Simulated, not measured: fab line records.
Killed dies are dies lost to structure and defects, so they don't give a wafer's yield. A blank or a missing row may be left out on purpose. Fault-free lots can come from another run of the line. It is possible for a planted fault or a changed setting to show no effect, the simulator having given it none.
Chamber matching -- flow n5 finfet -- rie diel-03 running N5_BEOL_M2_ETCH_77: 4 sister chambers
The step etches underlayer in N2/H2, target depth 6.5 nm, time 5.2 s. 18 wafers are shown with their chamber, then 9 later ones without.

== EACH WAFER AND ITS CHAMBER ==
wafer,chamber,showerhead plenum p Torr (Torr),throttle valve pct (%),oes product au (a.u.)
L079.1,0,2.69,17.83,0.74
L079.2,1,2.60,17.48,0.80
L079.5,2,2.50,17.93,0.58
L083.3,2,2.50,17.50,0.84
L083.4,3,2.52,17.94,0.62
L083.5,2,2.50,17.50,0.84
L082.1,3,2.52,17.95,0.63
L082.4,0,2.68,17.86,0.73
L082.5,2,2.50,17.46,0.85
L084.1,1,2.60,17.47,0.78
L084.2,0,2.68,17.82,0.73
L084.6,3,2.52,17.95,0.63
L087.1,0,2.68,17.84,0.72
L087.2,2,2.49,17.50,0.81
L087.3,1,2.59,17.49,0.76
L089.1,0,2.68,17.87,0.72
L089.2,2,2.49,17.49,0.79
L089.4,1,2.59,17.55,0.76

SIGNATURES (means of the wafers above)
reading,chamber 0,chamber 1,chamber 2,chamber 3,scatter within a chamber
showerhead plenum p Torr,2.6820,2.5950,2.4967,2.5200,0.00473
throttle valve pct,17.8440,17.4975,17.5633,17.9467,0.11
oes product au,0.7280,0.7750,0.7850,0.6267,0.0623
Rule: a wafer's distance from a chamber is the root of the sum, over the readings, of the square of ((its reading less the chamber's mean) divided by the reading's scatter). The wafer belongs to the nearest chamber; if the next one is less than 2 further off, it can't be placed. The scatter: the root of (the sum of the squares of (reading less its chamber's mean) over the shown wafers, divided by (wafers less chambers)).

== WAFERS WITH NO CHAMBER GIVEN ==
wafer,showerhead plenum p Torr (Torr),throttle valve pct (%),oes product au (a.u.)
L091.1,2.68,17.87,0.71
L091.2,2.59,17.51,0.75
L091.3,2.52,17.98,0.62
L093.2,2.49,17.53,0.79
L093.3,2.52,17.98,0.62
L093.4,2.59,17.56,0.74
L094.4,2.68,17.88,0.71
L094.5,2.67,17.91,0.72
L094.6,2.52,17.94,0.62

== WHICH CHAMBER EACH ONE RAN IN ==
wafer,from the rows above,in truth
L091.1,0,0
L091.2,1,1
L091.3,3,3
L093.2,2,2
L093.3,3,3
L093.4,1,1
L094.4,0,0
L094.5,0,0
L094.6,3,3
9 of 9 placed correctly. Number that these rows cannot place: 0. Number placed wrongly: 0.
